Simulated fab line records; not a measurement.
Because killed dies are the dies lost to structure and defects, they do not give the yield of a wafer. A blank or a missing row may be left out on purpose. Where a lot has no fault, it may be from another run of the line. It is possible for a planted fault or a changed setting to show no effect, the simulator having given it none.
fab line records :: flow n5Finfet
record:
  lots: 7
  wafers: 39
route steps=1938 shown GATE_CUT@501
startH: start of the lot's first displayed wafer, in hours after the record's first day :: waitH: hours since the lot's step before :: " the same as in the row above :: L1.1+2: one row covering several wafers at once :: - either no value or no given start :: * or withheld: withheld :: < > ~ a bound
route shown NAME@n: NAME is a module with steps in the file, n the number in the route of the first one :: usual: mean/standard deviation taken from wafers without a fault :: same: alike in all rows :: chamber/n: place in a boat :: sites: each site's reading :: _std_site: the standard deviation of these :: _edge_site: mean of outer sites minus mean of inner sites :: radiusMm: for every site, how far away it sits from the centre of the wafer :: mask NAME#n: copy n :: behind: tool/chamber where the wafer was last shaped :: hold: reason for holding the lot/hours on hold/outcome of the hold :: device: whichever transistor did not switch (one of n, p or np) :: end of line: the tests these same wafers got at the end of their route :: step lacking rows: just its recipe :: killed: not the wafer's yield, but the dies lost to structure and defects at the first sort :: map: a wafer's dies, marking killed ones x, the rest . and places with no die _
set.NAME: the setting that was run; set.NAME@STEP: the one run at that earlier step :: model.NAME: the simulator's own value behind a step, which no gauge read
lots where settings were altered on purpose, with a table for each step and a row for each wafer
== steps ==
step: N5_GATE_CUT_CUT_ETCH_54
recipe:
  chemistry: Cl2/BCl3
  target: TiN
  maskMaterial: SiO2
  targetDepthA: 967
  pressureMtorr: 10
  icpW: 1000
  biasW: 126
  Cl2_flow_sccm: 53.25
  bcl3FlowSccm: 21.75
  Ar_flow_sccm: 25
  ends: cleared
usual:
  etchRfOnTimeS: 36.4/0.55
lot.wafer: L075.1
tool: rieMetal-03
chamber: 0
startH: 88.15
waitH: 0.1
set.icpW: 1000
etchRfOnTimeS: 37.0

lot.wafer: L075.2
tool: rieMetal-03
chamber: 0
startH: 88.15
waitH: 0.1
set.icpW: 1000
etchRfOnTimeS: 36.9

lot.wafer: L075.3
tool: rieMetal-03
chamber: 0
startH: 88.15
waitH: 0.1
set.icpW: 1000
etchRfOnTimeS: 36.8

lot.wafer: L075.4
tool: rieMetal-03
chamber: 0
startH: 88.15
waitH: 0.1
set.icpW: 1000
etchRfOnTimeS: 36.8

lot.wafer: L075.5
tool: rieMetal-03
chamber: 0
startH: 88.15
waitH: 0.1
set.icpW: 1000
etchRfOnTimeS: 36.7

lot.wafer: L075.6
tool: rieMetal-03
chamber: 0
startH: 88.15
waitH: 0.1
set.icpW: 1000
etchRfOnTimeS: 37.0

lot.wafer: L080.1
tool: rieMetal-02
chamber: 1
startH: 122.43
waitH: 0.0
set.icpW: 1000
etchRfOnTimeS: 36.7

lot.wafer: L080.2
tool: rieMetal-02
chamber: 0
startH: 122.43
waitH: 0.0
set.icpW: 1000
etchRfOnTimeS: 36.0

lot.wafer: L080.3
tool: rieMetal-02
chamber: 1
startH: 122.43
waitH: 0.0
set.icpW: 1000
etchRfOnTimeS: 36.8

lot.wafer: L080.4
tool: rieMetal-02
chamber: 0
startH: 122.43
waitH: 0.0
set.icpW: 1099
etchRfOnTimeS: 33.3

lot.wafer: L080.5
tool: rieMetal-02
chamber: 0
startH: 122.43
waitH: 0.0
set.icpW: 1099
etchRfOnTimeS: 33.1

lot.wafer: L080.6
tool: rieMetal-02
chamber: 1
startH: 122.43
waitH: 0.0
set.icpW: 1099
etchRfOnTimeS: 33.5

lot.wafer: L083.1
tool: rieMetal-02
chamber: 1
startH: 144.19
waitH: 0.0
set.icpW: 1112
etchRfOnTimeS: 33.4

lot.wafer: L083.2
tool: rieMetal-02
chamber: 0
startH: 144.19
waitH: 0.0
set.icpW: 1112
etchRfOnTimeS: 32.4

lot.wafer: L083.3
tool: rieMetal-02
chamber: 0
startH: 144.19
waitH: 0.0
set.icpW: 1000
etchRfOnTimeS: 35.5

lot.wafer: L083.4
tool: rieMetal-02
chamber: 1
startH: 144.19
waitH: 0.0
set.icpW: 1000
etchRfOnTimeS: 36.2

lot.wafer: L083.5
tool: rieMetal-02
chamber: 1
startH: 144.19
waitH: 0.0
set.icpW: 1112
etchRfOnTimeS: 33.2

lot.wafer: L083.6
tool: rieMetal-02
chamber: 0
startH: 144.19
waitH: 0.0
set.icpW: 1000
etchRfOnTimeS: 35.4

lot.wafer: L086.1
tool: rieMetal-03
chamber: 1
startH: 155.56
waitH: 0.0
set.icpW: 808.9
etchRfOnTimeS: 42.2

lot.wafer: L086.2
tool: rieMetal-03
chamber: 0
startH: 155.56
waitH: 0.0
set.icpW: 1000
etchRfOnTimeS: 36.1

lot.wafer: L086.3
tool: rieMetal-03
chamber: 0
startH: 155.56
waitH: 0.0
set.icpW: 808.9
etchRfOnTimeS: 43.3

lot.wafer: L086.4
tool: rieMetal-03
chamber: 1
startH: 155.56
waitH: 0.0
set.icpW: 1000
etchRfOnTimeS: 35.2

lot.wafer: L086.5
tool: rieMetal-03
chamber: 0
startH: 155.56
waitH: 0.0
set.icpW: 808.9
etchRfOnTimeS: 43.2

lot.wafer: L086.6
tool: rieMetal-03
chamber: 1
startH: 155.56
waitH: 0.0
set.icpW: 1000
etchRfOnTimeS: 35.2

lot.wafer: L092.4
tool: rieMetal-01
chamber: 1
startH: 194.96
waitH: 0.0
set.icpW: 1000
etchRfOnTimeS: 36.8

lot.wafer: L092.5
tool: rieMetal-01
chamber: 0
startH: 194.96
waitH: 0.0
set.icpW: 1000
etchRfOnTimeS: 37.0

lot.wafer: L092.6
tool: rieMetal-01
chamber: 1
startH: 194.96
waitH: 0.0
set.icpW: 1000
etchRfOnTimeS: 37.0

lot.wafer: L093.1
tool: rieMetal-03
chamber: 0
startH: 201.27
waitH: 0.0
set.icpW: 1000
etchRfOnTimeS: 36.8

lot.wafer: L093.2
tool: rieMetal-03
chamber: 1
startH: 201.27
waitH: 0.0
set.icpW: 842.9
etchRfOnTimeS: 42.0

lot.wafer: L093.3
tool: rieMetal-03
chamber: 0
startH: 201.27
waitH: 0.0
set.icpW: 842.9
etchRfOnTimeS: 42.5

lot.wafer: L093.4
tool: rieMetal-03
chamber: 1
startH: 201.27
waitH: 0.0
set.icpW: 842.9
etchRfOnTimeS: 41.9

lot.wafer: L093.5
tool: rieMetal-03
chamber: 0
startH: 201.27
waitH: 0.0
set.icpW: 1000
etchRfOnTimeS: 37.0

lot.wafer: L093.6
tool: rieMetal-03
chamber: 1
startH: 201.27
waitH: 0.0
set.icpW: 1000
etchRfOnTimeS: 35.6

lot.wafer: L097.1
tool: rieMetal-02
chamber: 1
startH: 224.41
waitH: 0.0
set.icpW: 1000
etchRfOnTimeS: 37.0

lot.wafer: L097.2
tool: rieMetal-02
chamber: 0
startH: 224.41
waitH: 0.0
set.icpW: 1000
etchRfOnTimeS: 36.6

lot.wafer: L097.3
tool: rieMetal-02
chamber: 1
startH: 224.41
waitH: 0.0
set.icpW: 1000
etchRfOnTimeS: 37.3

lot.wafer: L097.4
tool: rieMetal-02
chamber: 0
startH: 224.41
waitH: 0.0
set.icpW: 1000
etchRfOnTimeS: 36.7

lot.wafer: L097.5
tool: rieMetal-02
chamber: 0
startH: 224.41
waitH: 0.0
set.icpW: 1000
etchRfOnTimeS: 36.8

lot.wafer: L097.6
tool: rieMetal-02
chamber: 1
startH: 224.41
waitH: 0.0
set.icpW: 1000
etchRfOnTimeS: 37.4
step: N5_GATE_CUT_CUT_ETCH_55
recipe:
  chemistry: BCl3
  target: HfO2
  maskMaterial: SiO2
  targetDepthA: 32
  ionEnergyEv: 30
  pressureMtorr: 5
  icpW: 450
  biasW: 18
  bcl3FlowSccm: 80
step: N5_GATE_CUT_ETCH_47
recipe:
  chemistry: Cl2/BCl3
  target: SiO2
  targetDepthA: 100
  pressureMtorr: 10
  icpW: 1000
  biasW: 126
  Cl2_flow_sccm: 53.25
  bcl3FlowSccm: 21.75
  Ar_flow_sccm: 25
step: N5_GATE_CUT_ALD_22
recipe:
  material: SiNx
  targetThkA: 160
  tempC: 400
  aldPrecursorFamily: SiH2I2
  aldCoReactant: N2/H2-plasma
  pulseTimeS: 1
  aldCycles: 320
  purgeTimeS: 2
  coReactantPurgeTimeS: 2
  pressureTorr: 2
step: N5_GATE_CUT_CMP_23
recipe:
  stopOn: SiO2
  tOverpolishS: 23.4
  postCmpClean: alkalineBrush
  downForcePsi: 2.5
  platenRpm: 51.8
  padVelocityMS: 1.0307
  targetThkNm: 16
step: N5_GATE_CUT_THK_MEAS_24
recipe:
  reads: SiO2_of_GATE_CUT_HM_DEP_46+SiO2_flowable_of_ILD0_FCVD_FILL_01
usual:
  GC_FILL_THK: 219.5/2.1
lot.wafer: L075.1
tool: filmMetro-02
chamber: -
startH: 90.63
waitH: -
set.targetThkA@GATE_CUT_HM_DEP_46: 1300
GC_FILL_THK[nm]: 216.9

lot.wafer: L075.2
tool: filmMetro-02
chamber: -
startH: 90.63
waitH: -
set.targetThkA@GATE_CUT_HM_DEP_46: 1300
GC_FILL_THK[nm]: 217.6

lot.wafer: L075.3
tool: filmMetro-02
chamber: -
startH: 90.63
waitH: -
set.targetThkA@GATE_CUT_HM_DEP_46: 1300
GC_FILL_THK[nm]: 219.4

lot.wafer: L075.4
tool: filmMetro-02
chamber: -
startH: 90.63
waitH: -
set.targetThkA@GATE_CUT_HM_DEP_46: 1183
GC_FILL_THK[nm]: 207.4

lot.wafer: L075.5
tool: filmMetro-02
chamber: -
startH: 90.63
waitH: -
set.targetThkA@GATE_CUT_HM_DEP_46: 1183
GC_FILL_THK[nm]: 207.5

lot.wafer: L075.6
tool: filmMetro-02
chamber: -
startH: 90.63
waitH: -
set.targetThkA@GATE_CUT_HM_DEP_46: 1183
GC_FILL_THK[nm]: 207.4

lot.wafer: L080.1
tool: filmMetro-02
chamber: -
startH: 124.63
waitH: -
set.targetThkA@GATE_CUT_HM_DEP_46: 1300
GC_FILL_THK[nm]: 218.2

lot.wafer: L080.2
tool: filmMetro-02
chamber: -
startH: 124.63
waitH: -
set.targetThkA@GATE_CUT_HM_DEP_46: 1300
GC_FILL_THK[nm]: 217.3

lot.wafer: L080.3
tool: filmMetro-02
chamber: -
startH: 124.63
waitH: -
set.targetThkA@GATE_CUT_HM_DEP_46: 1300
GC_FILL_THK[nm]: 220.1

lot.wafer: L080.4
tool: filmMetro-02
chamber: -
startH: 124.63
waitH: -
set.targetThkA@GATE_CUT_HM_DEP_46: 1300
GC_FILL_THK[nm]: 221.4

lot.wafer: L080.5
tool: filmMetro-02
chamber: -
startH: 124.63
waitH: -
set.targetThkA@GATE_CUT_HM_DEP_46: 1300
GC_FILL_THK[nm]: 220.6

lot.wafer: L080.6
tool: filmMetro-02
chamber: -
startH: 124.63
waitH: -
set.targetThkA@GATE_CUT_HM_DEP_46: 1300
GC_FILL_THK[nm]: 220.6

lot.wafer: L083.1
tool: filmMetro-01
chamber: -
startH: 146.35
waitH: -
set.targetThkA@GATE_CUT_HM_DEP_46: 1177
GC_FILL_THK[nm]: 207.2

lot.wafer: L083.2
tool: filmMetro-01
chamber: -
startH: 146.35
waitH: -
set.targetThkA@GATE_CUT_HM_DEP_46: 1300
GC_FILL_THK[nm]: 219.0

lot.wafer: L083.3
tool: filmMetro-01
chamber: -
startH: 146.35
waitH: -
set.targetThkA@GATE_CUT_HM_DEP_46: 1177
GC_FILL_THK[nm]: 207.5

lot.wafer: L083.4
tool: filmMetro-01
chamber: -
startH: 146.35
waitH: -
set.targetThkA@GATE_CUT_HM_DEP_46: 1300
GC_FILL_THK[nm]: 219.8

lot.wafer: L083.5
tool: filmMetro-01
chamber: -
startH: 146.35
waitH: -
set.targetThkA@GATE_CUT_HM_DEP_46: 1300
GC_FILL_THK[nm]: 221.5

lot.wafer: L083.6
tool: filmMetro-01
chamber: -
startH: 146.35
waitH: -
set.targetThkA@GATE_CUT_HM_DEP_46: 1177
GC_FILL_THK[nm]: 209.7

lot.wafer: L086.1
tool: filmMetro-02
chamber: -
startH: 158.44
waitH: -
set.targetThkA@GATE_CUT_HM_DEP_46: 1300
GC_FILL_THK[nm]: 219.4

lot.wafer: L086.2
tool: filmMetro-02
chamber: -
startH: 158.44
waitH: -
set.targetThkA@GATE_CUT_HM_DEP_46: 1475
GC_FILL_THK[nm]: 236.1

lot.wafer: L086.3
tool: filmMetro-02
chamber: -
startH: 158.44
waitH: -
set.targetThkA@GATE_CUT_HM_DEP_46: 1300
GC_FILL_THK[nm]: 218.0

lot.wafer: L086.4
tool: filmMetro-02
chamber: -
startH: 158.44
waitH: -
set.targetThkA@GATE_CUT_HM_DEP_46: 1475
GC_FILL_THK[nm]: 239.2

lot.wafer: L086.5
tool: filmMetro-02
chamber: -
startH: 158.44
waitH: -
set.targetThkA@GATE_CUT_HM_DEP_46: 1475
GC_FILL_THK[nm]: 237.8

lot.wafer: L086.6
tool: filmMetro-02
chamber: -
startH: 158.44
waitH: -
set.targetThkA@GATE_CUT_HM_DEP_46: 1300
GC_FILL_THK[nm]: 221.5

lot.wafer: L092.4
tool: filmMetro-01
chamber: -
startH: 197.22
waitH: -
set.targetThkA@GATE_CUT_HM_DEP_46: 1300
GC_FILL_THK[nm]: 221.8

lot.wafer: L092.5
tool: filmMetro-01
chamber: -
startH: 197.22
waitH: -
set.targetThkA@GATE_CUT_HM_DEP_46: 1300
GC_FILL_THK[nm]: 220.0

lot.wafer: L092.6
tool: filmMetro-01
chamber: -
startH: 197.22
waitH: -
set.targetThkA@GATE_CUT_HM_DEP_46: 1300
GC_FILL_THK[nm]: 220.1

lot.wafer: L093.1
tool: filmMetro-02
chamber: -
startH: 203.44
waitH: -
set.targetThkA@GATE_CUT_HM_DEP_46: 1300
GC_FILL_THK[nm]: 222.8

lot.wafer: L093.2
tool: filmMetro-02
chamber: -
startH: 203.44
waitH: -
set.targetThkA@GATE_CUT_HM_DEP_46: 1381
GC_FILL_THK[nm]: 229.0

lot.wafer: L093.3
tool: filmMetro-02
chamber: -
startH: 203.44
waitH: -
set.targetThkA@GATE_CUT_HM_DEP_46: 1300
GC_FILL_THK[nm]: 221.4

lot.wafer: L093.4
tool: filmMetro-02
chamber: -
startH: 203.44
waitH: -
set.targetThkA@GATE_CUT_HM_DEP_46: 1300
GC_FILL_THK[nm]: 222.1

lot.wafer: L093.5
tool: filmMetro-02
chamber: -
startH: 203.44
waitH: -
set.targetThkA@GATE_CUT_HM_DEP_46: 1381
GC_FILL_THK[nm]: 230.8

lot.wafer: L093.6
tool: filmMetro-02
chamber: -
startH: 203.44
waitH: -
set.targetThkA@GATE_CUT_HM_DEP_46: 1381
GC_FILL_THK[nm]: 232.1

lot.wafer: L097.1
tool: filmMetro-02
chamber: -
startH: 226.58
waitH: -
set.targetThkA@GATE_CUT_HM_DEP_46: 1300
GC_FILL_THK[nm]: 216.1

lot.wafer: L097.2
tool: filmMetro-02
chamber: -
startH: 226.58
waitH: -
set.targetThkA@GATE_CUT_HM_DEP_46: 1437
GC_FILL_THK[nm]: 228.6

lot.wafer: L097.3
tool: filmMetro-02
chamber: -
startH: 226.58
waitH: -
set.targetThkA@GATE_CUT_HM_DEP_46: 1300
GC_FILL_THK[nm]: 218.3

lot.wafer: L097.4
tool: filmMetro-02
chamber: -
startH: 226.58
waitH: -
set.targetThkA@GATE_CUT_HM_DEP_46: 1437
GC_FILL_THK[nm]: 232.2

lot.wafer: L097.5
tool: filmMetro-02
chamber: -
startH: 226.58
waitH: -
set.targetThkA@GATE_CUT_HM_DEP_46: 1300
GC_FILL_THK[nm]: 217.9

lot.wafer: L097.6
tool: filmMetro-02
chamber: -
startH: 226.58
waitH: -
set.targetThkA@GATE_CUT_HM_DEP_46: 1437
GC_FILL_THK[nm]: 231.0
step: N5_GATE_CUT_CMP_43
recipe:
  material: SiO2
  postCmpClean: rinseOnly
lot.wafer: L075.4+5+6
tool: cmp-01
chamber: 0,0,1
startH: 90.66
waitH: 0.0
set.targetThkA@GATE_CUT_HM_DEP_46: 1183
model.SiO2_of_GATE_CUT_HM_DEP_46.thkNm: 4.4

lot.wafer: L075.2+3
tool: cmp-01
chamber: 1,2
startH: 90.66
waitH: 0.0
set.targetThkA@GATE_CUT_HM_DEP_46: 1300
model.SiO2_of_GATE_CUT_HM_DEP_46.thkNm: 5

lot.wafer: L075.1
tool: cmp-01
chamber: 3
startH: 90.66
waitH: 0.0
set.targetThkA@GATE_CUT_HM_DEP_46: 1300
model.SiO2_of_GATE_CUT_HM_DEP_46.thkNm: 4.8

lot.wafer: L080.3+1+2+4+5+6
tool: cmp-01
chamber: 3,0,1,2,3,0
startH: 124.66
waitH: 0.0
set.targetThkA@GATE_CUT_HM_DEP_46: 1300
model.SiO2_of_GATE_CUT_HM_DEP_46.thkNm: 5

lot.wafer: L083.2+4+5
tool: cmp-04
chamber: 0,1,1
startH: 146.38
waitH: 0.0
set.targetThkA@GATE_CUT_HM_DEP_46: 1300
model.SiO2_of_GATE_CUT_HM_DEP_46.thkNm: 5

lot.wafer: L083.1+3+6
tool: cmp-04
chamber: 2,3,0
startH: 146.38
waitH: 0.0
set.targetThkA@GATE_CUT_HM_DEP_46: 1177
model.SiO2_of_GATE_CUT_HM_DEP_46.thkNm: 4.4

lot.wafer: L086.4
tool: cmp-04
chamber: 3
startH: 158.47
waitH: 0.0
set.targetThkA@GATE_CUT_HM_DEP_46: 1475
model.SiO2_of_GATE_CUT_HM_DEP_46.thkNm: 6

lot.wafer: L086.1+3+6
tool: cmp-04
chamber: 0,2,3
startH: 158.47
waitH: 0.0
set.targetThkA@GATE_CUT_HM_DEP_46: 1300
model.SiO2_of_GATE_CUT_HM_DEP_46.thkNm: 5

lot.wafer: L086.2+5
tool: cmp-04
chamber: 1,0
startH: 158.47
waitH: 0.0
set.targetThkA@GATE_CUT_HM_DEP_46: 1475
model.SiO2_of_GATE_CUT_HM_DEP_46.thkNm: 5.8

lot.wafer: L092.4+5+6
tool: cmp-04
chamber: 0,0,1
startH: 197.25
waitH: 0.0
set.targetThkA@GATE_CUT_HM_DEP_46: 1300
model.SiO2_of_GATE_CUT_HM_DEP_46.thkNm: 5

lot.wafer: L093.3+4+1
tool: cmp-02
chamber: 2,3,0
startH: 203.47
waitH: 0.0
set.targetThkA@GATE_CUT_HM_DEP_46: 1300
model.SiO2_of_GATE_CUT_HM_DEP_46.thkNm: 5

lot.wafer: L093.2+5+6
tool: cmp-02
chamber: 1,2,3
startH: 203.47
waitH: 0.0
set.targetThkA@GATE_CUT_HM_DEP_46: 1381
model.SiO2_of_GATE_CUT_HM_DEP_46.thkNm: 5.4

lot.wafer: L097.4+6
tool: cmp-04
chamber: 0,1
startH: 226.61
waitH: 0.0
set.targetThkA@GATE_CUT_HM_DEP_46: 1437
model.SiO2_of_GATE_CUT_HM_DEP_46.thkNm: 5.6

lot.wafer: L097.2
tool: cmp-04
chamber: 1
startH: 226.61
waitH: 0.0
set.targetThkA@GATE_CUT_HM_DEP_46: 1437
model.SiO2_of_GATE_CUT_HM_DEP_46.thkNm: 5.4

lot.wafer: L097.3+5
tool: cmp-04
chamber: 2,0
startH: 226.61
waitH: 0.0
set.targetThkA@GATE_CUT_HM_DEP_46: 1300
model.SiO2_of_GATE_CUT_HM_DEP_46.thkNm: 5

lot.wafer: L097.1
tool: cmp-04
chamber: 3
startH: 226.61
waitH: 0.0
set.targetThkA@GATE_CUT_HM_DEP_46: 1300
model.SiO2_of_GATE_CUT_HM_DEP_46.thkNm: 4.8
== key ==
split:
  step: N5_GATE_CUT_CUT_ETCH_54
  setting: icpW
  stated: 1000
  by: wafer
response:
  step: N5_GATE_CUT_CUT_ETCH_54
  reading: etchRfOnTimeS
  change: *
  per: 1%
  r: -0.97
split outsideThisFile step=N5_GATE_CUT_HM_DEP_46 setting=targetThkA
split outsideThisFile: this setting was split too, and the file shows its column; the key of that split is in another file
